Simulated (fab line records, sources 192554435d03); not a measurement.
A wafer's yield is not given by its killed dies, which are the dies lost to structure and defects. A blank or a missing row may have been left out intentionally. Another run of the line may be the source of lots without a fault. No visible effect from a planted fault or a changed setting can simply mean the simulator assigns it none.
Which tool is to blame? | flow n5 finfet | route of 1938 steps, sampled at 1 step: 23 lots, 69 wafers

WHAT EACH GAUGE READ, for each wafer
N5_BEOL_M11_CD_MEAS_28 targets a cd of 70 nm.
lot  | measured     | on        | cd nm (nm)
L074 | day 10 16:14 | cd sem-02 | 71.6 69.0 69.8
L076 | day 10 19:49 | cd sem-01 | 69.6 70.9 69.6
L075 | day 11 04:56 | cd sem-03 | 71.1 69.9 70.0
L077 | day 11 13:13 | cd sem-03 | 71.0 69.8 70.2
L078 | day 11 13:23 | cd sem-02 | 68.9 69.9 69.8
L079 | day 11 23:01 | cd sem-02 | 68.9 68.9 68.6
L080 | day 12 03:32 | cd sem-01 | 71.0 70.2 70.0
L081 | day 12 12:52 | cd sem-02 | 70.1 69.3 70.2
L083 | day 12 19:15 | cd sem-01 | 70.9 70.7 70.9
L082 | day 12 19:32 | cd sem-03 | 70.5 69.3 70.7
L084 | day 13 03:50 | cd sem-03 | 70.8 70.5 70.1
L085 | day 13 23:25 | cd sem-03 | 68.9 70.2 70.0
L086 | day 13 23:35 | cd sem-01 | 70.0 70.2 71.7
L087 | day 14 06:29 | cd sem-01 | 71.3 71.4 71.5
L091 | day 14 06:39 | cd sem-02 | 68.1 69.4 67.9
L090 | day 14 12:09 | cd sem-02 | 70.3 70.2 69.3
L089 | day 14 15:44 | cd sem-02 | 70.2 69.8 70.1
L094 | day 15 13:37 | cd sem-03 | 68.5 68.9 69.1
L092 | day 15 13:47 | cd sem-01 | 69.6 70.8 70.3
L093 | day 15 18:33 | cd sem-01 | 70.8 70.7 69.5
L095 | day 15 18:43 | cd sem-02 | 71.6 69.6 69.8
L097 | day 16 06:11 | cd sem-01 | 70.7 69.9 69.0
L096 | day 16 06:35 | cd sem-03 | 69.3 69.0 69.4

WHAT TOOL EACH LOT RAN ON (gives the tool, then ch and the chambers of the sampled wafers, and finally the start)
The record shows no process step preceding these readings.

WHAT THE TOOLS THEMSELVES READ (means of the sampled wafers that have a number; where no wafer has one, the mark that the record gives instead)
The record holds no such reading with a usual standard deviation.

THE ANSWER, worked out from the rows above alone
Rule: usual is defined by the lots themselves. The widest of any qualifying gaps counts: lots, ordered by their means at a reading, are off when they make up no more than a third of the lots, leave a main group of 4 or more, and stand apart from it by 3 or more times the standard deviation of that group's means. A main group is skipped when, at the precision printed for the reading in the tables above, its means are all equal. Also off: a lot with no number at a reading for which 4 or more lots have one. The other lots that the step has rows for count as sound. After the gauges, taken in route order, come the tools' own readings; for these a lot's mean is taken, as printed above. At the first step where some lot is off, the reading lying furthest off is the one used; lots without a number count as furthest.
No lot is off at any reading shown: from this, nothing can be told.

WHAT HAD BEEN PUT IN BY THE SIMULATOR
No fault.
